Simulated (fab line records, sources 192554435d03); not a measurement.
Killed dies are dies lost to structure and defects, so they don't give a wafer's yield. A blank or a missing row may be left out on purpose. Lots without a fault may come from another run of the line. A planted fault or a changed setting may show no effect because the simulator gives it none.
Which tool did it? | flow n5_finfet | 24 lots, 72 wafers sampled, at 4 steps of a route of 1938

WHAT THE GAUGES READ, wafer by wafer
N5_BEOL_M7_THK_MEAS_01. Usual: M7_ILD_THK 154.9 nm, standard deviation 2.3.
lot  | measured     | on            | M7_ILD_THK (nm)   | flag
L074 | day 9 07:04  | film_metro-01 | 152.2 155.5 155.1 |
L075 | day 9 16:35  | film_metro-02 | 151.5 153.9 154.5 |
L076 | day 10 00:17 | film_metro-01 | 150.7 155.1 155.1 |
L077 | day 10 06:20 | film_metro-01 | 156.2 155.4 157.4 |
L079 | day 10 07:22 | film_metro-02 | 154.1 150.8 150.1 |
L078 | day 10 12:08 | film_metro-02 | 151.1 152.6 151.2 |
L080 | day 11 00:30 | film_metro-02 | 153.7 157.0 156.7 |
L081 | day 11 05:22 | film_metro-02 | 150.0 153.2 152.8 |
L082 | day 11 07:04 | film_metro-01 | 151.7 153.7 157.0 |
L083 | day 11 19:08 | film_metro-01 | 153.3 154.5 155.2 |
L085 | day 11 20:14 | film_metro-01 | 149.6 152.3 155.2 |
L084 | day 12 02:36 | film_metro-02 | 156.6 154.9 159.9 |
L088 | day 12 03:49 | film_metro-02 | 153.3 151.4 156.1 |
L086 | day 12 07:29 | film_metro-02 | 152.8 153.9 152.7 |
L087 | day 13 02:12 | film_metro-02 | 160.1 158.8 158.0 |
L089 | day 13 02:27 | film_metro-02 | 153.4 154.5 155.6 |
L090 | day 13 07:47 | film_metro-02 | 156.2 157.2 155.7 |
L091 | day 14 01:43 | film_metro-02 | 153.2 151.5 154.9 |
L092 | day 14 04:32 | film_metro-01 | 153.1 160.3 158.0 |
L094 | day 14 05:27 | film_metro-01 | 152.8 156.5 155.6 |
L096 | day 14 06:11 | film_metro-02 | 151.5 153.6 155.1 |
L093 | day 14 06:35 | film_metro-01 | 155.2 155.2 157.7 |
L095 | day 15 01:50 | film_metro-01 | 156.0 154.2 157.4 |
L097 | day 15 06:25 | film_metro-01 | 156.8 154.0 157.9 |

N5_BEOL_M7_CD_MEAS_11: target cd 38.5 nm. Usual: cd_nm 38.2 nm, standard deviation 0.64.
lot  | measured     | on        | cd_nm (nm)     | flag
L074 | day 9 08:51  | cd_sem-02 | 38.7 38.1 38.4 |
L075 | day 9 18:20  | cd_sem-03 | 38.2 37.3 39.2 |
L076 | day 10 03:42 | cd_sem-02 | 38.5 39.1 37.6 |
L077 | day 10 09:16 | cd_sem-01 | 38.9 37.5 37.7 |
L079 | day 10 09:31 | cd_sem-03 | 38.1 38.7 37.1 |
L078 | day 10 13:19 | cd_sem-02 | 38.5 38.3 38.6 |
L080 | day 11 01:56 | cd_sem-01 | 37.4 37.1 38.4 |
L081 | day 11 09:27 | cd_sem-03 | 39.2 37.8 37.8 |
L082 | day 11 09:47 | cd_sem-03 | 38.1 37.4 38.9 |
L083 | day 11 19:51 | cd_sem-03 | 38.9 38.6 38.5 |
L085 | day 11 21:16 | cd_sem-01 | 38.2 36.9 39.2 |
L084 | day 12 05:14 | cd_sem-02 | 38.8 38.4 39.5 |
L088 | day 12 05:38 | cd_sem-02 | 37.5 39.7 37.1 |
L086 | day 12 08:56 | cd_sem-02 | 38.9 38.2 38.1 |
L087 | day 13 04:47 | cd_sem-02 | 38.5 37.6 39.0 |
L089 | day 13 05:00 | cd_sem-01 | 37.2 37.6 38.7 |
L090 | day 13 08:52 | cd_sem-02 | 37.9 37.9 37.9 |
L091 | day 14 02:59 | cd_sem-01 | 38.7 39.0 39.6 |
L092 | day 14 05:56 | cd_sem-03 | 38.1 37.9 37.6 |
L094 | day 14 07:32 | cd_sem-02 | 37.8 38.8 37.2 |
L096 | day 14 07:54 | cd_sem-02 | 37.8 38.0 39.3 |
L093 | day 14 08:08 | cd_sem-01 | 38.2 38.4 36.6 |
L095 | day 15 04:08 | cd_sem-02 | 37.7 38.2 36.8 |
L097 | day 15 08:37 | cd_sem-01 | 37.0 37.6 37.9 |

N5_BEOL_M7_INSPECT_30: inspects for defects (brightfield). Usual: raw_defect_count 394, standard deviation 83.
lot  | measured     | on                | raw_defect_count | flag
L074 | day 9 12:49  | defect_inspect-01 | 242 348 308      |
L075 | day 9 22:16  | defect_inspect-01 | 407 386 545      |
L076 | day 10 05:01 | defect_inspect-02 | 659 389 631      |
L077 | day 10 12:18 | defect_inspect-01 | 435 368 486      |
L079 | day 10 12:11 | defect_inspect-01 | 473 412 387      |
L078 | day 10 16:28 | defect_inspect-02 | 408 343 338      |
L080 | day 11 03:12 | defect_inspect-02 | 409 481 499      |
L081 | day 11 11:35 | defect_inspect-01 | 394 364 317      |
L082 | day 11 11:53 | defect_inspect-02 | 383 404 446      |
L083 | day 11 21:55 | defect_inspect-01 | 369 525 370      |
L085 | day 11 22:20 | defect_inspect-02 | 347 446 470      |
L084 | day 12 07:46 | defect_inspect-01 | 348 341 337      |
L088 | day 12 07:56 | defect_inspect-01 | 493 388 417      |
L086 | day 12 12:41 | defect_inspect-01 | 408 404 410      |
L087 | day 13 07:29 | defect_inspect-02 | 380 266 421      |
L089 | day 13 07:26 | defect_inspect-01 | 246 255 433      |
L090 | day 13 10:43 | defect_inspect-01 | 312 354 353      |
L091 | day 14 05:02 | defect_inspect-02 | 464 422 540      |
L092 | day 14 06:52 | defect_inspect-01 | 429 338 329      |
L094 | day 14 10:37 | defect_inspect-02 | 424 512 402      |
L096 | day 14 10:42 | defect_inspect-02 | 286 322 324      |
L093 | day 14 10:40 | defect_inspect-01 | 286 369 284      |
L095 | day 15 07:20 | defect_inspect-02 | 513 348 485      |
L097 | day 15 11:18 | defect_inspect-02 | 338 321 341      |

WHICH TOOL RAN EACH LOT (tool, then ch and the chambers of the sampled wafers, then the start)
lot  | N5_BEOL_M7_DESCUM_16
L074 | rie_diel-02 ch 2,3, day 9 08:56
L075 | rie_diel-03 ch 0,1,2, day 9 18:25
L076 | rie_diel-01 ch 1,2, day 10 03:53
L077 | rie_diel-03 ch 0,1,2, day 10 09:47
L079 | rie_diel-03 ch 0,2,3, day 10 10:04
L078 | rie_diel-03 ch 2,3, day 10 14:32
L080 | rie_diel-03 ch 0,1,2, day 11 02:01
L081 | rie_diel-03 ch 2,3, day 11 09:33
L082 | rie_diel-02 ch 1,2,3, day 11 10:08
L083 | rie_diel-03 ch 0,3, day 11 20:02
L085 | rie_diel-02 ch 0,1,2, day 11 21:21
L084 | rie_diel-02 ch 0,1,2, day 12 05:20
L088 | rie_diel-01 ch 0,2,3, day 12 05:53
L086 | rie_diel-01 ch 0,1,3, day 12 09:04
L087 | rie_diel-03 ch 0,2,3, day 13 04:56
L089 | rie_diel-01 ch 0,1, day 13 05:28
L090 | rie_diel-02 ch 0,1,2, day 13 09:11
L091 | rie_diel-02 ch 0,3, day 14 03:04
L092 | rie_diel-01 ch 0,1,2, day 14 06:01
L094 | rie_diel-01 ch 0,2,3, day 14 07:38
L096 | rie_diel-01 ch 1,2, day 14 07:59
L093 | rie_diel-02 ch 0,1,3, day 14 08:22
L095 | rie_diel-03 ch 1,3, day 15 04:22
L097 | rie_diel-03 ch 0,1, day 15 08:42
- N5_BEOL_M7_DESCUM_16: chemistry O2, time 7.9 s.

WHAT THE TOOLS THEMSELVES READ (means of the sampled wafers that have a number; where no wafer has one, the mark that the record gives instead)
N5_BEOL_M7_DESCUM_16. Usual: drypump_motor_current_A 5.6 A, standard deviation 0.38; oes_product_au 0.77 a.u., standard deviation 0.086; rf_vpp_V 242.8 V, standard deviation 1.2; showerhead_plenum_p_Torr 2.07 Torr, standard deviation 0.074; throttle_valve_pct 20.58 %, standard deviation 0.26.
lot  | tool        | drypump_motor_current_A (A) | oes_product_au (a.u.) | rf_vpp_V (V) | showerhead_plenum_p_Torr (Torr) | throttle_valve_pct (%) | flag
L074 | rie_diel-02 | 5.7                         | 0.77                  | 243.4        | 2.10                            | 20.40                  |
L075 | rie_diel-03 | 5.5                         | 0.79                  | 242.9        | 2.10                            | 20.75                  |
L076 | rie_diel-01 | 5.5                         | 0.74                  | 243.1        | 2.04                            | 20.35                  |
L077 | rie_diel-03 | 5.4                         | 0.79                  | 243.1        | 2.10                            | 20.76                  |
L079 | rie_diel-03 | 5.5                         | 0.81                  | 242.9        | 2.08                            | 20.67                  |
L078 | rie_diel-03 | 5.4                         | 0.81                  | 243.0        | 2.01                            | 20.59                  |
L080 | rie_diel-03 | 5.5                         | 0.77                  | 243.4        | 2.09                            | 20.78                  |
L081 | rie_diel-03 | 5.6                         | 0.87                  | 242.6        | 2.03                            | 20.61                  |
L082 | rie_diel-02 | 5.6                         | 0.76                  | 242.8        | 2.07                            | 20.52                  |
L083 | rie_diel-03 | 5.3                         | 0.73                  | 242.1        | 2.05                            | 20.67                  |
L085 | rie_diel-02 | 5.7                         | 0.80                  | 243.1        | 2.08                            | 20.44                  |
L084 | rie_diel-02 | 5.7                         | 0.79                  | 242.5        | 2.08                            | 20.45                  |
L088 | rie_diel-01 | 6.2                         | 0.70                  | 242.3        | 2.09                            | 20.57                  |
L086 | rie_diel-01 | 5.9                         | 0.70                  | 241.4        | 2.02                            | 20.67                  |
L087 | rie_diel-03 | 5.5                         | 0.78                  | 242.9        | 2.07                            | 20.72                  |
L089 | rie_diel-01 | 6.0                         | 0.71                  | 242.3        | 2.04                            | 20.43                  |
L090 | rie_diel-02 | 5.7                         | 0.79                  | 243.4        | 2.07                            | 20.46                  |
L091 | rie_diel-02 | 5.5                         | 0.84                  | 243.8        | 2.13                            | 20.25                  |
L092 | rie_diel-01 | 5.9                         | 0.71                  | 242.2        | 2.07                            | 20.37                  |
L094 | rie_diel-01 | 6.2                         | 0.69                  | 243.3        | 2.08                            | 20.60                  |
L096 | rie_diel-01 | 5.8                         | 0.72                  | 243.4        | 2.10                            | 20.31                  |
L093 | rie_diel-02 | 5.5                         | 0.79                  | 242.9        | 2.09                            | 20.47                  |
L095 | rie_diel-03 | 5.2                         | 0.78                  | 241.0        | 2.00                            | 20.59                  |
L097 | rie_diel-03 | 5.2                         | 0.83                  | 242.5        | 2.08                            | 20.65                  |

THE ANSWER, worked out from the rows above alone
Rule: a lot is off if the mean of its wafers that have a number lies more than 3 standard deviations from the usual mean. A lot without any number at a reading at which 4 lots or more have one is off too. The other lots that the step has rows for count as sound. The gauges are gone through in route order, then the tools' own readings, and for those a lot's mean is taken as printed above. The first step at which some lot is off is used, and at that step the reading that is off furthest; a lot without a number counts as furthest.
No lot is off at any reading shown: from this, nothing can be told.

WHAT THE SIMULATOR HAD PUT IN
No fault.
